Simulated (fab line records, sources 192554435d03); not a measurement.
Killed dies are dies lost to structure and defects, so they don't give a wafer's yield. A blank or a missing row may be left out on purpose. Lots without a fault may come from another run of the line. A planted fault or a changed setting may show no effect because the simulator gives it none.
fab line records | flow n5_finfet
record lots=7 wafers=21
route steps=1938 shown HKMG_FIN@396 MOL_CONTACT_COAG@523 BEOL_M0_SAQP@663
start_h: hours from the record's first day to the start of the lot's first wafer shown | wait_h: hours since the lot's step before | " the same as in the row above | L1.1+2: a row that stands for several wafers | - no value, or no start given | * or withheld: withheld | < > ~ a bound
route shown NAME@n: a module of which the file shows steps, and the number in the route of the first | usual: mean/standard deviation of fault-free wafers | same: alike in all rows | chamber/n: place in a boat | sites: the reading at each site | _std_site: their standard deviation | _edge_site: outer sites' mean less inner sites' | radius_mm: how far each site lies from the wafer's centre | mask NAME#n: copy n | behind: the tool/chamber that last shaped the wafer | hold: why the lot was held/for how many hours/how that ended | device: the transistor (n, p or np) that didn't switch | end of line: the same wafers' tests at the end of the route | a step without rows: its recipe alone | killed: dies lost to structure and defects at the first sort, not the wafer's yield | map: a wafer's dies, x killed, . not, _ none there
set.NAME: the setting as run; set.NAME@STEP: as run at that earlier step | model.NAME: the simulator's own value behind a step, which no gauge read
lots whose settings were changed on purpose; a table a step, a row a wafer
## steps
# step N5_HKMG_FIN_PEB_47
# recipe peb_temp_c=withheld peb_time_s=60 resist=CAR-ArF
# columns lot.wafer tool chamber start_h wait_h set.peb_time_s
L074.4+6 litho_track-03 0 72.46 0.0 60
L074.5 " 0 " " 66.16
L075.2+3+6 litho_track-04 0 80.53 0.0 60
L076.3 litho_track-04 0 83.04 0.0 67.66
L076.5+6 " 0 " " 60
L080.1 litho_track-04 0 110.83 0.1 60
L080.5+6 " 0 " " 48.57
L085.3+5 litho_track-02 0 140.70 0.0 60
L085.4 " 0 " " 63.65
L086.1+2+5 litho_track-03 0 149.64 0.1 60
L097.3+5+6 litho_track-03 0 212.21 0.0 60
# step N5_HKMG_FIN_DEVELOP_48
# recipe develop_time_s=30 developer=TMAH resist=CAR-ArF rinse_liquid=diw dry=air_spin dev_temp_c=23
# step N5_HKMG_FIN_CD_MEAS_49
# recipe target_cd_nm=202 landing_energy_ev=500 detector=se_inlens polarity=opening
# usual cd_nm=201.7/0.59
# columns lot.wafer tool chamber start_h wait_h set.peb_time_s@HKMG_FIN_PEB_47 cd_nm
L074.4 cd_sem-01 0 72.53 - 60 201.4
L074.5 " 0 " " 66.16 205.0
L074.6 " 0 " " 60 202.7
L075.2 cd_sem-03 0 80.59 - 60 201.9
L075.3 " 0 " " 60 202.8
L075.6 " 0 " " 60 202.5
L076.3 cd_sem-02 0 83.11 - 67.66 206.2
L076.5 " 0 " " 60 202.3
L076.6 " 0 " " 60 203.1
L080.1 cd_sem-01 0 110.90 - 60 201.8
L080.5 " 0 " " 48.57 194.7
L080.6 " 0 " " 48.57 193.9
L085.3 cd_sem-02 0 140.77 - 60 202.2
L085.4 " 0 " " 63.65 202.3
L085.5 " 0 " " 60 200.9
L086.1 cd_sem-01 0 149.71 - 60 202.2
L086.2 " 0 " " 60 202.2
L086.5 " 0 " " 60 201.4
L097.3 cd_sem-02 0 212.28 - 60 201.9
L097.5 " 0 " " 60 202.1
L097.6 " 0 " " 60 202.2
# step N5_HKMG_FIN_ETCH_54
# recipe chemistry=CF4 target=SiARC target_depth_a=455 mask_material=CAR-ArF time_s=75.8 ion_energy_ev=80 pressure_mtorr=40 source_w=545 bias_w=36 Ar_flow_sccm=100 cf4_flow_sccm=100 ends=cleared
# usual etch_rf_on_time_s=75.5/1.1 rf_vpp_V=183.7/1.4
# columns lot.wafer tool chamber start_h wait_h set.source_w set.peb_time_s@HKMG_FIN_PEB_47 etch_rf_on_time_s rf_vpp_V model.HKMG_FIN.cd_offset_nm
L074.4 rie_diel-06 0 72.65 0.0 478.6 60 84.7 190.8 -0.4
L074.5 " 0 " " 478.6 66.16 84.6 190.4 3
L074.6 " 1 " " 545 60 75.9 183.1 0.4
L075.2 rie_diel-03 1 80.72 0.0 545 60 77.0 184.5 0
L075.3 " 0 " " 545 60 75.5 184.0 0.4
L075.6 " 0 " " 624.3 60 66.6 175.5 0.4
L076.3 rie_diel-03 2 83.23 0.0 545 67.66 76.2 182.2 4
L076.5 " 2 " " 545 60 76.5 181.9 0.2
L076.6 " 1 " " 545 60 76.6 185.2 0.6
L080.1 rie_diel-05 2 111.02 0.0 448.9 60 90.6 194.7 -0.2
L080.5 " 3 " " 448.9 48.57 92.1 195.3 -7.2
L080.6 " 2 " " 545 48.57 75.9 182.3 -8.2
L085.3 rie_diel-06 2 140.89 0.0 545 60 75.2 184.2 -0.2
L085.4 " 3 " " 545 63.65 75.1 182.7 1
L085.5 " 0 " " 626.7 60 66.7 174.8 -1
L086.1 rie_diel-06 0 149.83 0.0 545 60 76.5 183.7 0.2
L086.2 " 2 " " 545 60 75.2 183.2 0.6
L086.5 " 2 " " 545 60 75.5 183.7 -0.2
L097.3 rie_diel-03 1 212.54 0.0 545 60 74.1 184.9 0
L097.5 " 1 " " 545 60 74.0 185.2 0
L097.6 " 0 " " 621.6 60 67.2 176.3 0
# step N5_MOL_CONTACT_COAG_EXPOSE_05
# recipe mask_id=CA na=0.33 source_shape=annular sigma_inner=0.4 sigma_outer=0.8 polarization=unpolarized defocus_nm=0 dose_mj=38.25
# columns lot.wafer tool chamber start_h wait_h mask set.dose_mj
L074.4+5+6 euv_scanner-02 0 88.37 - CA#0 38.25
L075.2 euv_scanner-02 0 97.89 - CA#0 35.94
L075.3+6 " 0 " " CA#0 38.25
L076.3+5+6 euv_scanner-01 0 99.44 - CA#0 38.25
L080.1+6 euv_scanner-01 0 126.97 - CA#0 36.53
L080.5 " 0 " " CA#0 38.25
L085.3+5 euv_scanner-01 0 165.86 - CA#0 38.25
L085.4 " 0 " " CA#0 36.9
L086.1+2+5 euv_scanner-01 0 165.89 - CA#0 38.25
L097.3+6 euv_scanner-02 0 228.00 - CA#0 38.25
L097.5 " 0 " " CA#0 40.31
# step N5_MOL_CONTACT_COAG_PEB_06
# recipe peb_temp_c=100 peb_time_s=60 resist=CAR-EUV
# step N5_MOL_CONTACT_COAG_DEVELOP_07
# recipe develop_time_s=30 developer=TMAH resist=CAR-EUV rinse_liquid=surfactant_rinse dry=air_spin dev_temp_c=23
# step N5_MOL_CONTACT_COAG_CD_MEAS_08
# recipe target_cd_nm=28 landing_energy_ev=500 detector=se_inlens polarity=opening
# usual cd_nm=28.03/0.25
# columns lot.wafer tool chamber start_h wait_h set.dose_mj@MOL_CONTACT_COAG_EXPOSE_05 cd_nm
L074.4 cd_sem-02 0 88.48 - 38.25 28.17
L074.5 " 0 " " 38.25 28.20
L074.6 " 0 " " 38.25 28.02
L075.2 cd_sem-03 0 98.01 - 35.94 26.67
L075.3 " 0 " " 38.25 27.94
L075.6 " 0 " " 38.25 27.96
L076.3 cd_sem-02 0 99.56 - 38.25 27.82
L076.5 " 0 " " 38.25 28.18
L076.6 " 0 " " 38.25 27.52
L080.1 cd_sem-02 0 127.10 - 36.53 27.31
L080.5 " 0 " " 38.25 27.97
L080.6 " 0 " " 36.53 26.85
L085.3 cd_sem-03 0 165.98 - 38.25 28.07
L085.4 " 0 " " 36.9 27.77
L085.5 " 0 " " 38.25 28.56
L086.1 cd_sem-01 0 166.02 - 38.25 28.01
L086.2 " 0 " " 38.25 28.23
L086.5 " 0 " " 38.25 27.66
L097.3 cd_sem-02 0 228.12 - 38.25 27.70
L097.5 " 0 " " 40.31 28.99
L097.6 " 0 " " 38.25 28.40
# step N5_MOL_CONTACT_COAG_DESCUM_13
# recipe chemistry=O2 time_s=7 source_power_w=50 bias_power_w=20 pressure_mtorr=20 rf_frequency_hz=2.712e+07 temp_c=40 resist=CAR-EUV o2_flow_sccm=225
# step N5_MOL_CONTACT_COAG_ETCH_59
# recipe chemistry=N2/H2 target=underlayer target_depth_a=130 mask_material=CAR-EUV time_s=10.4 ion_energy_ev=200 pressure_mtorr=30 source_w=840 bias_w=150 n2_flow_sccm=200 h2_flow_sccm=200 ends=cleared
# columns lot.wafer tool chamber start_h wait_h set.dose_mj@MOL_CONTACT_COAG_EXPOSE_05 model.MOL_CONTACT_COAG.cd_offset_nm
L074.4+5 rie_diel-06 3,0 88.65 0.0 38.25 0
L074.6 " 2 " " 38.25 -0.2
L075.2 rie_diel-03 1 98.17 0.0 35.94 -1.6
L075.3+6 " 0 " " 38.25 -0.2
L076.3+5+6 rie_diel-06 2,2,3 99.73 0.0 38.25 -0.2
L080.1 rie_diel-06 2 128.38 0.0 36.53 -1.2
L080.5 " 3 " " 38.25 0.2
L080.6 " 2 " " 36.53 -1
L085.3+5 rie_diel-06 0,1 166.95 0.0 38.25 0.2
L085.4 " 3 " " 36.9 -0.4
L086.1 rie_diel-03 0 167.46 0.0 38.25 -0.2
L086.2+5 " 2 " " 38.25 0
L097.3+6 rie_diel-06 3,1 228.27 0.0 38.25 0
L097.5 " 2 " " 40.31 1
# step N5_MOL_CONTACT_COAG_ETCH_105
# recipe chemistry=CF4 target=SiARC target_depth_a=156 mask_material=CAR-EUV time_s=26 ion_energy_ev=80 pressure_mtorr=40 source_w=545 bias_w=36 Ar_flow_sccm=100 cf4_flow_sccm=100 ends=cleared
# columns lot.wafer tool chamber start_h wait_h set.dose_mj@MOL_CONTACT_COAG_EXPOSE_05 model.MOL_CONTACT_COAG.cd_offset_nm
L074.4 rie_diel-06 3 88.67 0.0 38.25 0.2
L074.5 " 0 " " 38.25 0
L074.6 " 2 " " 38.25 -0.2
L075.2 rie_diel-03 1 98.19 0.0 35.94 -1.4
L075.3 " 0 " " 38.25 -0.2
L075.6 " 0 " " 38.25 0
L076.3+6 rie_diel-06 2,3 99.75 0.0 38.25 -0.2
L076.5 " 2 " " 38.25 -0.4
L080.1+6 rie_diel-06 2 128.40 0.0 36.53 -1
L080.5 " 3 " " 38.25 0.2
L085.3 rie_diel-06 0 166.97 0.0 38.25 0.2
L085.4 " 3 " " 36.9 -0.4
L085.5 " 1 " " 38.25 0.4
L086.1 rie_diel-03 0 167.48 0.0 38.25 -0.2
L086.2+5 " 2 " " 38.25 0
L097.3+6 rie_diel-06 3,1 228.29 0.0 38.25 0
L097.5 " 2 " " 40.31 1
# step N5_MOL_CONTACT_COAG_ETCH_106
# recipe chemistry=N2/H2 target=SOC target_depth_a=800 overetch_a=160 mask_material=SiARC temp_c=40 time_s=120 ion_energy_ev=200 pressure_mtorr=30 source_w=840 bias_w=150 n2_flow_sccm=200 h2_flow_sccm=200
# columns lot.wafer tool chamber start_h wait_h set.dose_mj@MOL_CONTACT_COAG_EXPOSE_05 model.MOL_CONTACT_COAG.cd_offset_nm
L074.4+5 rie_diel-06 3,0 88.73 0.0 38.25 0.2
L074.6 " 2 " " 38.25 0
L075.2 rie_diel-03 1 98.21 0.0 35.94 -1.6
L075.3 " 0 " " 38.25 -0.2
L075.6 " 0 " " 38.25 0
L076.3+5 rie_diel-06 2 99.78 0.0 38.25 -0.4
L076.6 " 3 " " 38.25 -0.2
L080.1 rie_diel-06 2 128.43 0.0 36.53 -1
L080.5 " 3 " " 38.25 0.2
L080.6 " 2 " " 36.53 -1.2
L085.3 rie_diel-06 0 167.00 0.0 38.25 0.4
L085.4 " 3 " " 36.9 -0.4
L085.5 " 1 " " 38.25 0.6
L086.1 rie_diel-03 0 167.51 0.0 38.25 -0.2
L086.2 " 2 " " 38.25 0
L086.5 " 2 " " 38.25 0.2
L097.3+6 rie_diel-06 3,1 228.32 0.0 38.25 0
L097.5 " 2 " " 40.31 1.2
# step N5_MOL_CONTACT_COAG_STRIP_107
# recipe chemistry=N2/H2 temp_c=40 n2_flow_sccm=200 h2_flow_sccm=200 rf_frequency_hz=6e+07
# step N5_MOL_CONTACT_COAG_STRIP_108
# recipe chemistry=N2/H2 temp_c=40 n2_flow_sccm=200 h2_flow_sccm=200 rf_frequency_hz=6e+07
# step N5_MOL_CONTACT_COAG_CONTACT_ETCH_14
# recipe chemistry=C4F6/O2 target=SiO2 target_depth_a=275 overetch_a=85 mask_material=SOC pressure_mtorr=30 source_w=370 bias_w=185 Ar_flow_sccm=300 C4F6_flow_sccm=16 O2_flow_sccm=10 time_s=20 ion_energy_ev=259.6
# columns lot.wafer tool chamber start_h wait_h set.dose_mj@MOL_CONTACT_COAG_EXPOSE_05 model.MOL_CONTACT_COAG.cd_offset_nm
L074.4+5 rie_diel-06 3,0 88.80 0.0 38.25 0.2
L074.6 " 2 " " 38.25 0
L075.2 rie_diel-03 1 98.31 0.0 35.94 -1.6
L075.3 " 0 " " 38.25 -0.2
L075.6 " 0 " " 38.25 0
L076.3+5 rie_diel-06 2 99.88 0.0 38.25 -0.4
L076.6 " 3 " " 38.25 -0.2
L080.1+6 rie_diel-06 2 128.53 0.0 36.53 -1
L080.5 " 3 " " 38.25 0.2
L085.3 rie_diel-06 0 167.10 0.0 38.25 0.4
L085.4 " 3 " " 36.9 -0.4
L085.5 " 1 " " 38.25 0.6
L086.1+2 rie_diel-03 0,2 167.61 0.0 38.25 -0.2
L086.5 " 2 " " 38.25 0.2
L097.3+6 rie_diel-06 3,1 228.42 0.0 38.25 0
L097.5 " 2 " " 40.31 1.2
# step N5_MOL_CONTACT_COAG_STRIP_109
# recipe chemistry=C4F6/O2 resist=SiARC rf_frequency_hz=6e+07
# step N5_MOL_CONTACT_COAG_ETCH_15
# recipe chemistry=CH3F/O2 target=SiNx target_depth_a=70 mask_material=SOC stop_on=Si:P over_etch_frac=0.75 ion_energy_ev=120 pressure_mtorr=30 source_w=395 bias_w=73 Ar_flow_sccm=150 CH3F_flow_sccm=30 O2_flow_sccm=20
# step N5_MOL_CONTACT_COAG_ETCH_110
# recipe chemistry=CF4/O2 target=Si target_depth_a=25 time_s=8 pressure_mtorr=100 source_w=200 bias_w=12 ion_energy_ev=60 Ar_flow_sccm=100 cf4_flow_sccm=100 O2_flow_sccm=10
# step N5_MOL_CONTACT_COAG_STRIP_98
# recipe chemistry=N2/H2 power_w=500 temp_c=40 pressure_mtorr=50 rf_frequency_hz=6e+07 overash_fraction=0.3 bias_power_w=8 h2_frac=0.5 n2_flow_sccm=300 h2_flow_sccm=300
# step N5_MOL_CONTACT_COAG_CD_MEAS_99
# recipe target_cd_nm=17.2 polarity=opening
# usual cd_nm=17.31/0.3
# columns lot.wafer tool chamber start_h wait_h set.dose_mj@MOL_CONTACT_COAG_EXPOSE_05 cd_nm
L074.4 cd_sem-01 - 89.00 - 38.25 17.23
L074.5 " - " " 38.25 17.50
L074.6 " - " " 38.25 17.28
L075.2 cd_sem-02 - 98.53 - 35.94 15.44
L075.3 " - " " 38.25 17.10
L075.6 " - " " 38.25 17.02
L076.3 cd_sem-01 - 100.10 - 38.25 16.94
L076.5 " - " " 38.25 16.60
L076.6 " - " " 38.25 16.74
L080.1 cd_sem-01 - 128.74 - 36.53 16.09
L080.5 " - " " 38.25 17.31
L080.6 " - " " 36.53 16.27
L085.3 cd_sem-01 - 167.32 - 38.25 17.87
L085.4 " - " " 36.9 16.83
L085.5 " - " " 38.25 17.72
L086.1 cd_sem-02 - 167.82 - 38.25 17.35
L086.2 " - " " 38.25 17.11
L086.5 " - " " 38.25 17.40
L097.3 cd_sem-03 - 228.64 - 38.25 17.39
L097.5 " - " " 40.31 18.93
L097.6 " - " " 38.25 17.17
# step N5_MOL_CONTACT_COAG_ALD_133
# recipe material=SiO2 target_thk_a=50 temp_c=100 ald_precursor_family=BDEAS ald_co_reactant=O2-plasma pulse_time_s=1 co_reactant_pulse_time_s=1 purge_time_s=2 co_reactant_purge_time_s=2 ald_cycles=35 pressure_torr=2
# columns lot.wafer tool chamber start_h wait_h set.ald_cycles model.SiO2_of_MOL_CONTACT_COAG_ALD_133.thk_nm
L074.4+6 ald_sin-02 2,3 102.23 0.1 41 5.8
L074.5 " 0 " " 35 5
L075.2+3 ald_sin-01 3,1 109.98 0.1 39 5.6
L075.6 " 1 " " 35 5
L076.3+6 ald_sin-01 2,3 110.47 0.1 38 5.4
L076.5 " 0 " " 35 5
L080.1+5+6 ald_sin-01 0,2,3 144.30 0.1 35 5
L085.3+4+5 ald_sin-04 0,1,1 178.19 0.1 35 5
L086.1+2+5 ald_sin-04 0,3,1 180.54 0.1 35 5
L097.3+6 ald_sin-01 3,1 242.29 0.1 35 5
L097.5 " 2 " " 33 4.8
# step N5_MOL_CONTACT_COAG_ETCH_67
# recipe chemistry=N2/H2 target=SOC target_depth_a=600 overetch_a=210 mask_material=SiARC temp_c=40 time_s=101.2 ion_energy_ev=200 pressure_mtorr=30 source_w=840 bias_w=150 n2_flow_sccm=200 h2_flow_sccm=200
# usual rf_vpp_V=524/3.4
# columns lot.wafer tool chamber start_h wait_h set.source_w rf_vpp_V
L074.4 rie_diel-03 1 102.54 0.0 913.6 511
L074.5 " 3 " " 840 527
L074.6 " 2 " " 840 519
L075.2 rie_diel-06 3 110.26 0.0 739.1 545
L075.3 " 2 " " 840 524
L075.6 " 3 " " 739.1 546
L076.3 rie_diel-03 2 110.68 0.0 715.5 548
L076.5 " 0 " " 840 522
L076.6 " 1 " " 840 526
L080.1 rie_diel-06 2 144.65 0.0 840 523
L080.5 " 1 " " 718.9 556
L080.6 " 0 " " 718.9 549
L085.3 rie_diel-03 2 178.42 0.0 717.5 546
L085.4 " 1 " " 717.5 555
L085.5 " 3 " " 840 528
L086.1 rie_diel-03 0 180.93 0.0 840 522
L086.2 " 1 " " 840 524
L086.5 " 0 " " 840 523
L097.3 rie_diel-05 2 242.54 0.0 840 528
L097.5 " 2 " " 840 528
L097.6 " 3 " " 904.3 515
# step N5_BEOL_M0_SAQP_SPACER1_ALD_98
# recipe material=SiO2 target_thk_a=128 temp_c=300 ald_precursor_family=BDEAS ald_co_reactant=O2-plasma pulse_time_s=1 purge_time_s=2 co_reactant_purge_time_s=2 ald_cycles=138 pressure_torr=2
# columns lot.wafer tool chamber start_h wait_h set.ald_cycles model.SiO2_of_BEOL_M0_SAQP_SPACER1_ALD_98.thk_nm
L074.4+5 ald_sin-02 0,3 109.98 0.4 138 12.8
L074.6 " 2 " " 149 13.8
L075.2 ald_sin-03 3 117.69 0.3 138 12.8
L075.3 " 1 " " 154 14.4
L075.6 " 1 " " 154 14.2
L076.3 ald_sin-03 1 121.61 0.3 138 12.6
L076.5+6 " 2,1 " " 138 12.8
L080.1+6 ald_sin-02 0 151.24 0.3 116 10.8
L080.5 " 2 " " 138 12.8
L085.3+5 ald_sin-01 2 186.57 1.1 138 12.8
L085.4 " 1 " " 151 14
L086.1+2+5 ald_sin-01 3,0,0 191.32 1.5 138 12.8
L097.3+6 ald_sin-01 0,2 249.32 0.1 129 12
L097.5 " 3 " " 138 12.8
# step N5_BEOL_M0_SAQP_SPACER1_ETCHBACK_99
# recipe chemistry=CHF3/O2 mode=anisotropic_etchback target=SiO2 target_depth_a=154 time_s=7.7 pressure_mtorr=30 source_w=650 bias_w=170 Ar_flow_sccm=200 CHF3_flow_sccm=50 O2_flow_sccm=5 ion_energy_ev=200
# step N5_BEOL_M0_SAQP_MANDREL1_REMOVE_100
# recipe chemistry=HBr/Cl2/O2 bt_time_s=10 target=a-Si stop_on=SiNx endpoint=OES-SiCl over_etch_frac=0.85 icp_w=600 bias_w=30 HBr_flow_sccm=150 Cl2_flow_sccm=80 O2_flow_sccm=5 pressure_mtorr=10
# columns lot.wafer tool chamber start_h wait_h set.ald_cycles@BEOL_M0_SAQP_SPACER1_ALD_98 model.BEOL_M0_SAQP.cd_nm
L074.4+5 rie_si-02 0,2 110.35 0.1 138 12.8
L074.6 " 1 " " 149 13.8
L075.2 rie_si-05 3 118.25 0.1 138 13
L075.3 " 0 " " 154 14.6
L075.6 " 1 " " 154 14.4
L076.3+6 rie_si-02 0 122.33 0.1 138 12.6
L076.5 " 2 " " 138 12.8
L080.1+6 rie_si-05 2,3 151.81 0.1 116 10.8
L080.5 " 0 " " 138 12.8
L085.3 rie_si-05 0 187.14 0.1 138 12.8
L085.4 " 2 " " 151 14
L085.5 " 2 " " 138 12.6
L086.1 rie_si-04 0 191.89 0.1 138 12.6
L086.2+5 " 1 " " 138 12.8
L097.3+6 rie_si-04 0,1 249.89 0.1 129 12
L097.5 " 0 " " 138 12.8
# step N5_BEOL_M0_SAQP_CD_MEAS_25
# recipe target_cd_nm=13.1 landing_energy_ev=1000 detector=se_inlens
# usual cd_nm=12.77/0.2
# columns lot.wafer tool chamber start_h wait_h set.ald_cycles@BEOL_M0_SAQP_SPACER1_ALD_98 cd_nm
L074.4 cd_sem-02 0 110.43 0.0 138 12.63
L074.5 " 0 " " 138 12.61
L074.6 " 0 " " 149 13.63
L075.2 cd_sem-02 0 118.36 0.1 138 12.80
L075.3 " 0 " " 154 14.63
L075.6 " 0 " " 154 14.18
L076.3 cd_sem-01 0 122.44 0.1 138 12.24
L076.5 " 0 " " 138 12.66
L076.6 " 0 " " 138 12.69
L080.1 cd_sem-03 0 151.92 0.1 116 11.04
L080.5 " 0 " " 138 13.06
L080.6 " 0 " " 116 11.02
L085.3 cd_sem-02 0 187.25 0.1 138 12.80
L085.4 " 0 " " 151 13.87
L085.5 " 0 " " 138 12.69
L086.1 cd_sem-02 0 192.00 0.1 138 12.90
L086.2 " 0 " " 138 12.76
L086.5 " 0 " " 138 12.97
L097.3 cd_sem-02 0 250.00 0.1 129 12.03
L097.5 " 0 " " 138 12.80
L097.6 " 0 " " 129 11.83
# step N5_BEOL_M0_SAQP_COAT_105
# recipe resist=SOC temp_c=250 time_s=60 spin_rpm=1500 resist_thk_nm=100
# columns lot.wafer tool chamber start_h wait_h set.spin_rpm model.SOC_of_BEOL_M0_SAQP_COAT_105.thk_nm
L074.4+5+6 litho_track-04 0 111.12 0.2 1500 100
L075.2 litho_track-04 0 119.22 0.3 1500 100.6
L075.3 " 0 " " 1625 96.6
L075.6 " 0 " " 1625 96.4
L076.3 litho_track-04 0 123.17 0.2 1500 99.8
L076.5 " 0 " " 1500 100.4
L076.6 " 0 " " 1500 100
L080.1 litho_track-04 0 152.59 0.3 1500 100.4
L080.5 " 0 " " 1381 104.6
L080.6 " 0 " " 1381 104.4
L085.3 litho_track-04 0 188.25 0.2 1500 100.2
L085.4+5 " 0 " " 1604 96.8
L086.1 litho_track-04 0 192.64 0.3 1500 101
L086.2 " 0 " " 1500 100.2
L086.5 " 0 " " 1500 100.4
L097.3+5+6 litho_track-02 0 250.65 0.2 1457 102
## key
split step=N5_HKMG_FIN_PEB_47 setting=peb_time_s stated=60 by=wafer
response step=N5_HKMG_FIN_CD_MEAS_49 reading=cd_nm change=+0.332 per=1% r=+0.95
response step=N5_HKMG_FIN_ETCH_54 reading=model.HKMG_FIN.cd_offset_nm change=+0.343 per=1% r=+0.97
split step=N5_HKMG_FIN_ETCH_54 setting=source_w stated=545 by=wafer
response step=N5_HKMG_FIN_ETCH_54 reading=etch_rf_on_time_s change=* per=1% r=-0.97
response step=N5_HKMG_FIN_ETCH_54 reading=rf_vpp_V change=-0.635 per=1% r=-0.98
split step=N5_MOL_CONTACT_COAG_EXPOSE_05 setting=dose_mj stated=38.25 by=wafer
response step=N5_MOL_CONTACT_COAG_CD_MEAS_08 reading=cd_nm change=+0.191 per=1% r=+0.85
response step=N5_MOL_CONTACT_COAG_ETCH_59 reading=model.MOL_CONTACT_COAG.cd_offset_nm change=+0.222 per=1% r=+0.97
response step=N5_MOL_CONTACT_COAG_ETCH_105 reading=model.MOL_CONTACT_COAG.cd_offset_nm change=+0.215 per=1% r=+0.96
response step=N5_MOL_CONTACT_COAG_ETCH_106 reading=model.MOL_CONTACT_COAG.cd_offset_nm change=+0.25 per=1% r=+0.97
response step=N5_MOL_CONTACT_COAG_CONTACT_ETCH_14 reading=model.MOL_CONTACT_COAG.cd_offset_nm change=+0.245 per=1% r=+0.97
response step=N5_MOL_CONTACT_COAG_CD_MEAS_99 reading=cd_nm change=+0.277 per=1% r=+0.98
split step=N5_MOL_CONTACT_COAG_ALD_133 setting=ald_cycles stated=35 by=wafer
response step=N5_MOL_CONTACT_COAG_ALD_133 reading=model.SiO2_of_MOL_CONTACT_COAG_ALD_133.thk_nm change=+0.0474 per=1% r=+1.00
split step=N5_MOL_CONTACT_COAG_ETCH_67 setting=source_w stated=840 by=wafer
response step=N5_MOL_CONTACT_COAG_ETCH_67 reading=rf_vpp_V change=-1.7 per=1% r=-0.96
split step=N5_BEOL_M0_SAQP_SPACER1_ALD_98 setting=ald_cycles stated=138 by=wafer
response step=N5_BEOL_M0_SAQP_SPACER1_ALD_98 reading=model.SiO2_of_BEOL_M0_SAQP_SPACER1_ALD_98.thk_nm change=+0.126 per=1% r=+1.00
response step=N5_BEOL_M0_SAQP_MANDREL1_REMOVE_100 reading=model.BEOL_M0_SAQP.cd_nm change=+0.128 per=1% r=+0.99
response step=N5_BEOL_M0_SAQP_CD_MEAS_25 reading=cd_nm change=+0.129 per=1% r=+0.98
split step=N5_BEOL_M0_SAQP_COAT_105 setting=spin_rpm stated=1500 by=wafer
response step=N5_BEOL_M0_SAQP_COAT_105 reading=model.SOC_of_BEOL_M0_SAQP_COAT_105.thk_nm change=-0.5 per=1% r=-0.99
